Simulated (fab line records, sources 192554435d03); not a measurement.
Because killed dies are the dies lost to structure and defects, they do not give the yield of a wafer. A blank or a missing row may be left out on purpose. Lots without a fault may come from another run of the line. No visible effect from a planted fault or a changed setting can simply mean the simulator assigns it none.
fab line records    flow n5_finfet    part 1 of 2: steps 1 to 24 of 34
record: lots: 5  wafers: 15  last_day: 15
route steps=1938 shown BEOL_M8@1396 BEOL_M9@1401
lots with no fault: from the same line, run without faults
start_h: hours from the record's first day to the start of the lot's first wafer shown    wait_h: hours from the lot's prior step to this one    " the same as in the row above    L1.1+2: one row covering several wafers at once    - no value, or no start was given    * or withheld: withheld    < > ~ a bound
route shown NAME@n: names a module that has steps shown in the file, with the first one's number in the route    usual: mean and standard deviation over wafers with no fault    same: alike in all rows    chamber/n: place in a boat    sites: the reading at each site    _std_site: standard deviation across them    _edge_site: outer sites' mean less inner sites'    radius_mm: for every site, how far away it sits from the centre of the wafer    mask NAME#n: copy n    behind: the last tool/chamber to shape the wafer    hold: the reason the lot was held/the length of the hold in hours/how it ended    device: which transistor (n, p or np) failed to switch    end of line: the route-end tests of the same wafers    step lacking rows: just its recipe    killed: dies lost to structure and defects at the first sort, not the wafer's yield    map: shows each die of a wafer: x if killed, . if not, _ if none is there
set.NAME: setting as actually run; set.NAME@STEP: the setting as run at that earlier step    model.NAME: the simulator's own value behind a step, which no gauge read
a table for each step, a row for each wafer; lots at some steps of the route
services: the hour from which a tool's chamber was out of use, counted from the record's first day as start_h (under 0 if before that day), plus the number of hours and why
== steps ==
step: N5_BEOL_M8_THK_MEAS_53
recipe: thk_meas_gauge: xrf  reads: Cu_of_BEOL_M8_ECD_50
usual: M8_THK: 80.9/2.8
lot.wafer  tool           chamber  start_h  wait_h  M8_THK[nm]
L074.3     film_metro-02  -        211.37   -       85.9
L074.4     "              -        "        "       83.7
L074.5     "              -        "        "       84.1
L078.1     film_metro-02  -        237.55   -       81.5
L078.2     "              -        "        "       74.3
L078.5     "              -        "        "       75.8
L081.1     film_metro-01  -        272.07   -       81.5
L081.2     "              -        "        "       85.3
L081.3     "              -        "        "       82.4
L084.1     film_metro-01  -        278.66   -       84.3
L084.2     "              -        "        "       80.0
L084.3     "              -        "        "       81.2
L085.3     film_metro-01  -        283.20   -       74.8
L085.4     "              -        "        "       74.4
L085.5     "              -        "        "       77.3
step: N5_BEOL_M8_PRE_CLEAN_55
recipe: gas: NH3  time_s: 15  temp_c: withheld  rf_power_w: 300
lot.wafer   tool      chamber  start_h  wait_h
L074.3+4+5  pecvd-03  2,1,2    211.40   0.0
L078.1+2+5  pecvd-04  0,2,1    237.59   0.0
L081.1+2+3  pecvd-04  2,0,1    272.11   0.0
L084.1+2+3  pecvd-03  1,2,0    278.70   0.0
L085.3+4+5  pecvd-03  1,0,1    283.24   0.0
step: N5_BEOL_M8_DEP_56
recipe: material: SiCN  target_thk_a: 100  temp_c: withheld  precursor: 3MS/NH3  pressure_torr: 3  rf_w: 202  time_s: 17.5
usual: showerhead_plenum_p_Torr: 3.657/0.014  throttle_valve_pct: 9.2/0.31
lot.wafer  tool      chamber  start_h  wait_h  showerhead_plenum_p_Torr  throttle_valve_pct
L074.3     pecvd-03  2        211.43   0.0     3.671                     8.7
L074.4     "         1        "        "       3.663                     9.7
L074.5     "         2        "        "       3.671                     8.6
L078.1     pecvd-04  0        237.61   0.0     3.626                     9.2
L078.2     "         2        "        "       3.663                     9.5
L078.5     "         1        "        "       3.641                     9.2
L081.1     pecvd-04  2        272.13   0.0     3.659                     9.0
L081.2     "         0        "        "       3.622                     9.3
L081.3     "         1        "        "       3.647                     9.6
L084.1     pecvd-03  1        278.72   0.0     3.666                     9.5
L084.2     "         2        "        "       3.670                     8.8
L084.3     "         0        "        "       3.651                     9.1
L085.3     pecvd-03  1        283.29   0.0     3.669                     9.7
L085.4     "         0        "        "       3.669                     9.1
L085.5     "         1        "        "       3.664                     9.6
step: N5_BEOL_M8_RS_MEAS_57
recipe: thk_meas_gauge: four-point-probe  reads: Cu_of_BEOL_M8_ECD_50+Co_of_BEOL_M8_CVD_78+TaN_of_BEOL_M8_ALD_77
usual: M8_RS: 0.287/0.012
lot.wafer  tool           chamber  start_h  wait_h  M8_RS[ohm/sq]
L074.3     film_metro-01  -        211.50   0.1     0.270
L074.4     "              -        "        "       0.278
L074.5     "              -        "        "       0.274
L078.1     film_metro-01  -        237.68   0.1     0.284
L078.2     "              -        "        "       0.317
L078.5     "              -        "        "       0.309
L081.1     film_metro-01  -        272.20   0.1     0.280
L081.2     "              -        "        "       0.264
L081.3     "              -        "        "       0.275
L084.1     film_metro-01  -        278.79   0.1     0.270
L084.2     "              -        "        "       0.288
L084.3     "              -        "        "       0.281
L085.3     film_metro-02  -        283.36   0.1     0.316
L085.4     "              -        "        "       0.318
L085.5     "              -        "        "       0.304
step: N5_BEOL_M8_INSPECT_58
recipe: inspect_instrument: darkfield  mode: post_dep
usual: raw_defect_count: 68/19
lot.wafer  tool               chamber  start_h  wait_h  raw_defect_count
L074.3     defect_inspect-02  -        211.52   0.0     78
L074.4     "                  -        "        "       89
L074.5     "                  -        "        "       66
L078.1     defect_inspect-02  -        237.70   0.0     41
L078.2     "                  -        "        "       62
L078.5     "                  -        "        "       63
L081.1     defect_inspect-02  -        272.23   0.0     48
L081.2     "                  -        "        "       60
L081.3     "                  -        "        "       63
L084.1     defect_inspect-02  -        278.82   0.0     81
L084.2     "                  -        "        "       49
L084.3     "                  -        "        "       81
L085.3     defect_inspect-02  -        283.38   0.0     75
L085.4     "                  -        "        "       81
L085.5     "                  -        "        "       62
step: N5_BEOL_M9_ILD_DEP_00
recipe: material: SiCOH_lowk  target_thk_a: 3085.1  temp_c: 300  precursor: DEMS/porogen  pressure_torr: 5  rf_w: 500  time_s: 58
usual: heater_power_w: 324/50  showerhead_plenum_p_Torr: 5.732/0.018  throttle_valve_pct: 14.1/0.68
lot.wafer  tool      chamber  start_h  wait_h  heater_power_w  showerhead_plenum_p_Torr  throttle_valve_pct
L074.3     pecvd-03  0        211.56   0.0     261             5.732                     13.8
L074.4     "         1        "        "       352             5.734                     14.7
L074.5     "         2        "        "       346             5.739                     13.5
L078.1     pecvd-04  2        237.74   0.0     271             5.760                     14.3
L078.2     "         1        "        "       281             5.713                     14.4
L078.5     "         1        "        "       285             5.743                     13.9
L081.1     pecvd-01  2        272.27   0.0     384             5.742                     13.8
L081.2     "         1        "        "       386             5.737                     15.9
L081.3     "         0        "        "       326             5.733                     13.3
L084.1     pecvd-04  0        278.85   0.0     312             5.716                     14.1
L084.2     "         1        "        "       219             5.720                     14.2
L084.3     "         2        "        "       306             5.736                     14.2
L085.3     pecvd-01  1        283.42   0.0     377             5.746                     15.8
L085.4     "         1        "        "       387             5.744                     15.7
L085.5     "         0        "        "       317             5.730                     13.5
step: N5_BEOL_M9_CURE_71
recipe: temp_c: 385  time_s: 240  ambient: He/Ar  material: SiCOH_lowk
usual: lamp_power_pct: 52.31/0.047  wafer_temp_C_max: 386.7/0.6
lot.wafer  tool        chamber  start_h  wait_h  lamp_power_pct  wafer_temp_C_max
L074.3     uv_cure-02  0        211.80   0.2     52.33           386.4
L074.4     "           0        "        "       52.32           386.3
L074.5     "           0        "        "       52.29           386.3
L078.1     uv_cure-01  0        237.82   0.0     52.37           386.7
L078.2     "           0        "        "       52.33           387.7
L078.5     "           0        "        "       52.29           386.6
L081.1     uv_cure-01  2        272.34   0.0     52.35           386.6
L081.2     "           2        "        "       52.24           387.0
L081.3     "           2        "        "       52.34           387.0
L084.1     uv_cure-01  2        278.93   0.0     52.39           387.9
L084.2     "           2        "        "       52.31           387.1
L084.3     "           2        "        "       52.38           387.4
L085.3     uv_cure-02  1        283.66   0.2     52.34           386.6
L085.4     "           1        "        "       52.33           386.3
L085.5     "           1        "        "       52.30           386.5
step: N5_BEOL_M9_THK_MEAS_01
recipe: reads: SiCOH_lowk_of_BEOL_M9_ILD_DEP_00
usual: M9_ILD_THK: 269/3.8
lot.wafer  tool           chamber  start_h  wait_h  M9_ILD_THK[nm]
L074.3     film_metro-02  -        212.15   0.3     262
L074.4     "              -        "        "       272
L074.5     "              -        "        "       268
L078.1     film_metro-01  -        238.33   0.4     263
L078.2     "              -        "        "       267
L078.5     "              -        "        "       268
L081.1     film_metro-02  -        272.86   0.4     268
L081.2     "              -        "        "       272
L081.3     "              -        "        "       267
L084.1     film_metro-02  -        279.44   0.4     265
L084.2     "              -        "        "       266
L084.3     "              -        "        "       264
L085.3     film_metro-02  -        284.01   0.3     274
L085.4     "              -        "        "       278
L085.5     "              -        "        "       273
step: N5_BEOL_M9_PECVD_70
recipe: material: SiO2  target_thk_a: 200  temp_c: 400  precursor: TEOS/O2  pressure_torr: 5.5  rf_w: 450  teos_flow_sccm: 53.8  gas: O2  flow_sccm: 3000  time_s: 22.7
usual: heater_power_w: 752/95  showerhead_plenum_p_Torr: 8.76/0.058  throttle_valve_pct: 22.8/1.1
lot.wafer  tool      chamber  start_h  wait_h  heater_power_w  showerhead_plenum_p_Torr  throttle_valve_pct
L074.3     pecvd-03  1        212.19   0.0     825             8.79                      24.0
L074.4     "         0        "        "       695             8.72                      22.4
L074.5     "         2        "        "       861             8.80                      21.8
L078.1     pecvd-03  1        238.37   0.0     780             8.80                      23.9
L078.2     "         2        "        "       819             8.80                      21.7
L078.5     "         0        "        "       682             8.77                      22.4
L081.1     pecvd-01  2        272.89   0.0     809             8.80                      22.0
L081.2     "         1        "        "       785             8.85                      25.2
L081.3     "         0        "        "       746             8.74                      21.4
L084.1     pecvd-03  1        279.48   0.0     799             8.78                      23.8
L084.2     "         2        "        "       721             8.82                      22.0
L084.3     "         0        "        "       604             8.75                      22.5
L085.3     pecvd-03  0        284.06   0.1     636             8.76                      22.4
L085.4     "         1        "        "       845             8.78                      23.9
L085.5     "         1        "        "       833             8.77                      24.2
step: N5_BEOL_M9_HM_DEP_02
recipe: material: TiN  target_thk_a: 200  temp_c: 25  chamber_pressure_pa: 0.49996
usual: substrate_temp_c: 25.00/0.095  throttle_valve_pct: 29.3/1.1
lot.wafer  tool            chamber  start_h  wait_h  substrate_temp_c  throttle_valve_pct
L074.3     pvd_sputter-02  -        213.04   0.8     24.74             30.3
L074.4     "               -        "        "       25.15             30.9
L074.5     "               -        "        "       25.11             30.4
L078.1     pvd_sputter-03  -        241.14   2.8     24.87             29.9
L078.2     "               -        "        "       25.02             29.9
L078.5     "               -        "        "       24.87             29.2
L081.1     pvd_sputter-02  -        273.52   0.6     24.97             28.8
L081.2     "               -        "        "       24.87             26.5
L081.3     "               -        "        "       25.02             30.7
L084.1     pvd_sputter-02  -        281.35   1.9     25.15             30.5
L084.2     "               -        "        "       24.86             28.5
L084.3     "               -        "        "       25.03             30.5
L085.3     pvd_sputter-02  -        284.29   0.2     24.84             26.6
L085.4     "               -        "        "       25.01             30.4
L085.5     "               -        "        "       24.99             28.5
step: N5_BEOL_M9_COAT_59
recipe: resist: SOC  temp_c: 250  time_s: 60  spin_rpm: 1500  resist_thk_nm: 100
lot.wafer   tool            chamber  start_h  wait_h
L074.3+4+5  litho_track-04  0        213.18   0.1
L078.1+2+5  litho_track-04  0        241.27   0.1
L081.1+2+3  litho_track-03  0        273.65   0.1
L084.1+2+3  litho_track-03  0        281.48   0.1
L085.3+4+5  litho_track-04  0        284.41   0.1
step: N5_BEOL_M9_COAT_60
recipe: resist: SiARC  temp_c: 220  time_s: 60  spin_rpm: 1500  resist_thk_nm: 30
lot.wafer   tool            chamber  start_h  wait_h
L074.3+4+5  litho_track-04  0        -        -
L078.1+2+5  litho_track-04  0        -        -
L081.1+2+3  litho_track-03  0        -        -
L084.1+2+3  litho_track-03  0        -        -
L085.3+4+5  litho_track-04  0        -        -
step: N5_BEOL_M9_COAT_05
recipe: resist: CAR-ArF  spin_rpm: 1500  resist_thk_nm: 90
lot.wafer   tool            chamber  start_h  wait_h
L074.3+4+5  litho_track-04  0        -        -
L078.1+2+5  litho_track-04  0        -        -
L081.1+2+3  litho_track-03  0        -        -
L084.1+2+3  litho_track-03  0        -        -
L085.3+4+5  litho_track-04  0        -        -
step: N5_BEOL_M9_EBR_07
recipe: solvent: PGMEA  ebr_width_mm: 1.5
lot.wafer   tool            chamber  start_h  wait_h
L074.3+4+5  litho_track-04  0        -        -
L078.1+2+5  litho_track-04  0        -        -
L081.1+2+3  litho_track-03  0        -        -
L084.1+2+3  litho_track-03  0        -        -
L085.3+4+5  litho_track-04  0        -        -
step: N5_BEOL_M9_SOFTBAKE_06
recipe: temp_c: 110  time_s: 60  resist: CAR-ArF
lot.wafer   tool            chamber  start_h  wait_h
L074.3+4+5  litho_track-04  0        -        -
L078.1+2+5  litho_track-04  0        -        -
L081.1+2+3  litho_track-03  0        -        -
L084.1+2+3  litho_track-03  0        -        -
L085.3+4+5  litho_track-04  0        -        -
step: N5_BEOL_M9_EXPOSE_08
recipe: mask_id: M9  na: 1.35  source_shape: dipole  sigma_inner: 0.411  sigma_outer: 0.611  polarization: te  dose_mj: 53.75
usual: focus_offset_nm: 0.0/0.58
same: dipole_opening_deg: 40
lot.wafer  tool             chamber  start_h  wait_h  mask  focus_offset_nm
L074.3     arfi_scanner-01  0        213.31   -       M9#0  0.4
L074.4     "                0        "        "       M9#0  0.1
L074.5     "                0        "        "       M9#0  1.0
L078.1     arfi_scanner-01  0        241.51   -       M9#0  0.6
L078.2     "                0        "        "       M9#0  -0.7
L078.5     "                0        "        "       M9#0  -0.8
L081.1     arfi_scanner-03  0        273.89   -       M9#0  0.5
L081.2     "                0        "        "       M9#0  0.5
L081.3     "                0        "        "       M9#0  0.0
L084.1     arfi_scanner-02  0        281.72   -       M9#0  -0.4
L084.2     "                0        "        "       M9#0  -0.1
L084.3     "                0        "        "       M9#0  0.3
L085.3     arfi_scanner-02  0        284.54   -       M9#0  -0.3
L085.4     "                0        "        "       M9#0  -0.5
L085.5     "                0        "        "       M9#0  0.0
step: N5_BEOL_M9_PEB_09
recipe: peb_temp_c: withheld  peb_time_s: 60  resist: CAR-ArF
lot.wafer   tool            chamber  start_h  wait_h
L074.3+4+5  litho_track-04  0        213.36   0.0
L078.1+2+5  litho_track-02  0        241.57   0.1
L081.1+2+3  litho_track-04  0        273.95   0.1
L084.1+2+3  litho_track-04  0        281.78   0.1
L085.3+4+5  litho_track-03  0        284.59   0.0
step: N5_BEOL_M9_DEVELOP_10
recipe: develop_time_s: 30  developer: TMAH  resist: CAR-ArF  rinse_liquid: diw  dry: air_spin  dev_temp_c: 23
lot.wafer   tool            chamber  start_h  wait_h
L074.3+4+5  litho_track-04  0        -        -
L078.1+2+5  litho_track-02  0        -        -
L081.1+2+3  litho_track-04  0        -        -
L084.1+2+3  litho_track-04  0        -        -
L085.3+4+5  litho_track-03  0        -        -
step: N5_BEOL_M9_CD_MEAS_11
recipe: target_cd_nm: 64.1  landing_energy_ev: 500  detector: se_inlens  polarity: opening
usual: cd_nm: 64.2/0.54
lot.wafer  tool       chamber  start_h  wait_h  cd_nm
L074.3     cd_sem-02  0        213.43   -       63.6
L074.4     "          0        "        "       64.1
L074.5     "          0        "        "       64.0
L078.1     cd_sem-01  0        241.64   -       63.7
L078.2     "          0        "        "       64.3
L078.5     "          0        "        "       63.9
L081.1     cd_sem-02  0        274.02   -       63.2
L081.2     "          0        "        "       64.5
L081.3     "          0        "        "       64.9
L084.1     cd_sem-02  0        281.85   -       63.8
L084.2     "          0        "        "       63.3
L084.3     "          0        "        "       63.7
L085.3     cd_sem-02  0        284.66   -       64.2
L085.4     "          0        "        "       64.4
L085.5     "          0        "        "       65.0
step: N5_BEOL_M9_OVL_MEAS_12
recipe: points_per_wafer: 44
usual: M9_OVL: -0.2/0.79
lot.wafer  tool        chamber  start_h  wait_h  M9_OVL[nm]
L074.3     overlay-01  0        213.45   0.0     0.2
L074.4     "           0        "        "       0.4
L074.5     "           0        "        "       0.9
L078.1     overlay-01  0        241.67   0.0     -0.4
L078.2     "           0        "        "       0.8
L078.5     "           0        "        "       0.7
L081.1     overlay-01  0        274.05   0.0     -1.8
L081.2     "           0        "        "       -0.2
L081.3     "           0        "        "       -1.1
L084.1     overlay-02  0        281.88   0.0     -0.1
L084.2     "           0        "        "       -0.3
L084.3     "           0        "        "       -0.3
L085.3     overlay-02  0        284.69   0.0     -0.4
L085.4     "           0        "        "       1.0
L085.5     "           0        "        "       -0.2
step: N5_BEOL_M9_INSPECT_13
recipe: mode: adi  inspect_instrument: brightfield
usual: raw_defect_count: 375/79
lot.wafer  tool               chamber  start_h  wait_h  raw_defect_count
L074.3     defect_inspect-02  -        213.48   0.0     389
L074.4     "                  -        "        "       423
L074.5     "                  -        "        "       467
L078.1     defect_inspect-02  -        241.69   0.0     246
L078.2     "                  -        "        "       501
L078.5     "                  -        "        "       369
L081.1     defect_inspect-02  -        274.07   0.0     404
L081.2     "                  -        "        "       379
L081.3     "                  -        "        "       368
L084.1     defect_inspect-02  -        281.90   0.0     443
L084.2     "                  -        "        "       378
L084.3     "                  -        "        "       607
L085.3     defect_inspect-01  -        284.71   0.0     309
L085.4     "                  -        "        "       299
L085.5     "                  -        "        "       322
step: N5_BEOL_M9_DESCUM_16
recipe: chemistry: O2  time_s: 7.9  source_power_w: 50  bias_power_w: 20  pressure_mtorr: 20  rf_frequency_hz: 2.712e+07  temp_c: 40  resist: CAR-ArF  o2_flow_sccm: 225
usual: chamber_pressure_mTorr: 19.997/0.018  drypump_motor_current_A: 5.9/0.5  oes_product_au: 0.78/0.1  rf_vpp_V: 242.9/1.4  showerhead_plenum_p_Torr: 2.08/0.065  throttle_valve_pct: 20.37/0.27
lot.wafer  tool         chamber  start_h  wait_h  chamber_pressure_mTorr  drypump_motor_current_A  oes_product_au  rf_hours_counter_h  rf_vpp_V  showerhead_plenum_p_Torr  throttle_valve_pct
L074.3     rie_diel-05  3        213.51   0.0     19.996                  5.2                      0.72            203                 241.1     2.08                      20.46
L074.4     "            0        "        "       20.001                  6.0                      0.90            15                  243.6     2.14                      19.95
L074.5     "            0        "        "       19.976                  6.0                      0.91            -                   243.6     2.14                      19.93
L078.1     rie_diel-05  0        241.75   0.1     19.984                  5.9                      0.89            25                  243.8     2.13                      19.98
L078.2     "            2        "        "       19.996                  6.7                      0.69            248                 243.3     2.07                      20.48
L078.5     "            3        "        "       19.974                  5.2                      0.71            -                   241.7     2.07                      20.46
L081.1     rie_diel-05  1        274.19   0.1     20.005                  5.8                      0.68            231                 240.3     1.97                      20.65
L081.2     "            2        "        "       20.016                  6.7                      0.98            2                   243.2     2.07                      20.10
L081.3     "            0        "        "       19.968                  5.9                      0.88            35                  243.7     2.13                      19.97
L084.1     rie_diel-02  2        282.14   0.2     19.973                  5.8                      0.68            245                 243.0     2.05                      20.51
L084.2     "            0        "        "       20.024                  6.6                      0.71            178                 243.8     2.08                      20.76
L084.3     "            3        "        "       20.003                  6.6                      0.75            141                 243.1     2.01                      20.69
L085.3     rie_diel-05  2        284.75   0.0     20.003                  6.7                      0.96            6                   242.1     2.07                      20.11
L085.4     "            3        "        "       19.995                  5.2                      0.71            228                 240.9     2.07                      20.51
L085.5     "            1        "        "       19.996                  5.7                      0.68            -                   242.2     1.97                      20.66
step: N5_BEOL_M9_ETCH_61
recipe: chemistry: CF4  target: SiARC  target_depth_a: 390  mask_material: CAR-ArF  time_s: 65  ion_energy_ev: 80  pressure_mtorr: 40  source_w: 545  bias_w: 36  Ar_flow_sccm: 100  cf4_flow_sccm: 100  ends: cleared
usual: chamber_pressure_mTorr: 40.00/0.044  drypump_motor_current_A: 5.9/0.5  etch_rf_on_time_s: 65.1/2  oes_product_au: 0.67/0.087  rf_vpp_V: 183.8/1.1  showerhead_plenum_p_Torr: 2.14/0.063  throttle_valve_pct: 15.59/0.27
lot.wafer  tool         chamber  start_h  wait_h  chamber_pressure_mTorr  drypump_motor_current_A  etch_rf_on_time_s  oes_product_au  rf_hours_counter_h  rf_vpp_V  showerhead_plenum_p_Torr  throttle_valve_pct
L074.3     rie_diel-05  3        213.55   0.0     39.98                   5.2                      64.4               0.62            203                 185.7     2.14                      15.76
L074.4     "            0        "        "       39.97                   6.0                      63.8               0.78            15                  185.0     2.19                      15.19
L074.5     "            0        "        "       39.98                   6.0                      63.5               0.79            -                   182.9     2.19                      15.20
L078.1     rie_diel-05  0        241.78   0.0     39.96                   6.0                      64.6               0.76            25                  185.7     2.19                      15.19
L078.2     "            2        "        "       40.01                   6.7                      65.1               0.58            248                 183.6     2.12                      15.74
L078.5     "            3        "        "       39.99                   5.2                      64.2               0.62            -                   183.4     2.14                      15.78
L081.1     rie_diel-05  1        274.23   0.0     40.00                   5.7                      68.2               0.58            231                 183.4     2.04                      15.97
L081.2     "            2        "        "       39.97                   6.7                      64.3               0.82            2                   182.8     2.12                      15.25
L081.3     "            0        "        "       40.01                   5.9                      64.3               0.75            35                  184.8     2.19                      15.20
L084.1     rie_diel-02  2        282.17   0.0     39.99                   5.8                      62.9               0.59            245                 183.5     2.10                      15.81
L084.2     "            0        "        "       39.96                   6.5                      64.6               0.61            178                 183.4     2.12                      15.87
L084.3     "            3        "        "       39.97                   6.6                      66.0               0.64            141                 183.3     2.05                      15.75
L085.3     rie_diel-05  2        284.78   0.0     39.99                   6.7                      63.9               0.80            6                   183.8     2.12                      15.24
L085.4     "            3        "        "       39.95                   5.2                      65.0               0.61            228                 183.7     2.13                      15.79
L085.5     "            1        "        "       39.98                   5.7                      69.4               0.57            -                   182.0     2.04                      15.98
step: N5_BEOL_M9_ETCH_62
recipe: chemistry: N2/H2  target: SOC  target_depth_a: 1100  overetch_a: 220  mask_material: SiARC  temp_c: 40  time_s: 165  ion_energy_ev: 200  pressure_mtorr: 30  source_w: 840  bias_w: 150  n2_flow_sccm: 200  h2_flow_sccm: 200
usual: chamber_pressure_mTorr: 29.999/0.026  drypump_motor_current_A: 5.9/0.5  oes_product_au: 0.66/0.079  rf_vpp_V: 523.5/2.1  showerhead_plenum_p_Torr: 2.53/0.073  throttle_valve_pct: 17.80/0.29
lot.wafer  tool         chamber  start_h  wait_h  chamber_pressure_mTorr  drypump_motor_current_A  oes_product_au  rf_hours_counter_h  rf_vpp_V  showerhead_plenum_p_Torr  throttle_valve_pct
L074.3     rie_diel-05  3        213.60   0.0     30.016                  5.2                      0.62            203                 523.1     2.51                      17.89
L074.4     "            0        "        "       29.999                  6.0                      0.77            15                  525.6     2.60                      17.35
L074.5     "            0        "        "       30.001                  6.0                      0.77            -                   524.9     2.60                      17.37
L078.1     rie_diel-05  0        241.83   0.0     30.025                  6.0                      0.75            25                  526.6     2.59                      17.37
L078.2     "            2        "        "       29.973                  6.8                      0.59            248                 523.4     2.52                      17.85
L078.5     "            3        "        "       29.972                  5.2                      0.61            -                   522.8     2.51                      17.90
L081.1     rie_diel-05  1        274.28   0.0     30.007                  5.7                      0.59            231                 521.8     2.42                      18.26
L081.2     "            2        "        "       29.991                  6.7                      0.80            2                   521.5     2.52                      17.43
L081.3     "            0        "        "       30.022                  6.0                      0.74            35                  524.9     2.59                      17.38
L084.1     rie_diel-02  2        282.22   0.0     29.978                  5.9                      0.58            245                 524.0     2.51                      17.96
L084.2     "            0        "        "       30.016                  6.5                      0.61            178                 523.9     2.54                      18.16
L084.3     "            3        "        "       30.008                  6.6                      0.65            141                 521.1     2.44                      18.15
L085.3     rie_diel-05  2        284.83   0.0     29.983                  6.7                      0.79            6                   522.0     2.51                      17.45
L085.4     "            3        "        "       29.989                  5.2                      0.60            228                 523.4     2.50                      17.93
L085.5     "            1        "        "       29.984                  5.7                      0.59            -                   520.7     2.41                      18.26
